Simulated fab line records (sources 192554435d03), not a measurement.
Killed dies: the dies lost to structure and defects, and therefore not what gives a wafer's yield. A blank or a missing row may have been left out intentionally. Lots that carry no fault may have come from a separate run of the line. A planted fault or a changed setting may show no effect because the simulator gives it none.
Struck lot and sound lot, side by side | flow n5_finfet | 16 steps out of a route of 1938
Sound: wafers L874.2, L874.5, L874.6. Struck: wafer L872.5. (L872.3 of the same lot was not struck and is left out.) The cause comes at the end.
Each step with rows lists, per side, the tool, then ch with its chambers, then its first start. Under that, the readings that differ: sound wafers | struck wafers | difference of the means | sigmas: that difference in standard deviations of wafers without a fault.
alike: readings with means less than 2 such deviations apart, plus words and numbers identical on both sides. not compared: withheld readings, readings lacking a value on some wafer, bounds such as >300 that could conceal the same value, and numbers that have no deviation in the record and whose values overlap.
The two part at a step that has a row with sigmas, a row that says differs or no value, or rows on one side only. Numbers that have no deviation but don't overlap get no sigmas and don't part them. A reading that every wafer of one side lacks parts them only if that side has two wafers or more.

first, 7 steps without rows for these wafers: N5_FIN_CUT_COAT_29 (time 60 s, resist thk 10 nm); N5_FIN_CUT_COAT_02 (resist thk 30 nm); N5_FIN_CUT_EBR_04; N5_FIN_CUT_SOFTBAKE_03 (time 60 s); N5_FIN_CUT_EXPOSE_05 (exposes mask FIN CUT); N5_FIN_CUT_PEB_06 (peb time 60 s); N5_FIN_CUT_DEVELOP_07 (develop time 30 s).
N5_FIN_CUT_CD_MEAS_08: target cd 29.1 nm.
  sound on cd_sem-03 ch 0, day 6 22:00; struck on cd_sem-03 ch 0, day 6 09:40
  reading    | sound             | struck | difference | sigmas
  cd_nm (nm) | 28.93 28.71 28.67 | 29.83  | +1.06      | +4
N5_FIN_CUT_OVL_MEAS_09:
  sound on overlay-02 ch 0, day 6 22:02; struck on overlay-02 ch 0, day 6 09:42
  alike: FIN_CUT_OVL
N5_FIN_CUT_INSPECT_10: inspects for defects (brightfield).
  sound on defect_inspect-02 at day 6 22:05; struck on defect_inspect-02 at day 6 09:45
  alike: raw_defect_count
N5_FIN_CUT_DESCUM_13: chemistry O2, time 7 s.
  sound on rie_diel-03 ch 1,3, day 6 22:07; struck on rie_diel-04 ch 0, day 6 09:47
  reading               | sound          | struck | difference | sigmas
  oes_product_au (a.u.) | 0.92 0.94 0.92 | 0.73   | -0.20      | -2
  alike: drypump_motor_current_A, o2_flow_sccm, rf_vpp_V, showerhead_plenum_p_Torr, throttle_valve_pct
  not compared: rf_hours_counter_h
N5_FIN_CUT_ETCH_30: etches underlayer in N2/H2, target depth 13 nm, time 10.4 s.
  sound on rie_diel-03 ch 1,3, day 6 22:10; struck on rie_diel-04 ch 0, day 6 09:49
  reading               | sound          | struck | difference | sigmas
  oes_product_au (a.u.) | 0.78 0.79 0.80 | 0.63   | -0.16      | -2
  alike: drypump_motor_current_A, etch_rf_on_time_s, rf_vpp_V, showerhead_plenum_p_Torr, throttle_valve_pct
  not compared: rf_hours_counter_h
N5_FIN_CUT_ETCH_20: etches SiARC in CF4, target depth 26 nm, time 43.3 s.
  sound on rie_diel-03 ch 1,3, day 6 22:11; struck on rie_diel-04 ch 0, day 6 09:50
  reading               | sound          | struck | difference | sigmas
  etch_rf_on_time_s (s) | 41.9 45.8 41.8 | 50.0   | +6.8       | +4
  oes_product_au (a.u.) | 0.78 0.78 0.79 | 0.58   | -0.20      | -3
  alike: cf4_flow_sccm, drypump_motor_current_A, rf_vpp_V, showerhead_plenum_p_Torr, throttle_valve_pct
  not compared: rf_hours_counter_h
N5_FIN_CUT_ETCH_21: etches SOC in N2/H2, target depth 219 nm, overetch 43.8 nm, time 523.5 s.
  sound on rie_diel-03 ch 1,3, day 6 22:13; struck on rie_diel-04 ch 0, day 6 09:52
  alike: drypump_motor_current_A, oes_product_au, rf_vpp_V, showerhead_plenum_p_Torr, throttle_valve_pct
  not compared: rf_hours_counter_h
-- record jumps: 7 days separate the struck wafers' starts on either side; left off in module FIN_CUT, taken up again in module BEOL_M4, whose first shown step is the route's number 1111 --
N5_BEOL_M4_RC_MEAS_101:
  sound on prober-01 ch 0, day 12 22:54; struck on prober-02 ch 0, day 13 13:59
  reading       | sound          | struck | difference | sigmas
  SS_P (mV/dec) | 71.8 71.8 72.9 | 74.9   | +2.7       | +3
  alike: DIBL_N, DIBL_P, IOFF_N, IOFF_P, ION_N, ION_P, SS_N, VT_N, VT_P
N5_PASSIVATION_PROBE_49:
  sound wafers here have rows in the record (prober-02, day 17 09:05); struck ones have none

== WHERE THEY PART ==
Last at N5_PASSIVATION_PROBE_49 as far as this record goes, first at N5_FIN_CUT_CD_MEAS_08.

WHY: whatever the simulator had introduced
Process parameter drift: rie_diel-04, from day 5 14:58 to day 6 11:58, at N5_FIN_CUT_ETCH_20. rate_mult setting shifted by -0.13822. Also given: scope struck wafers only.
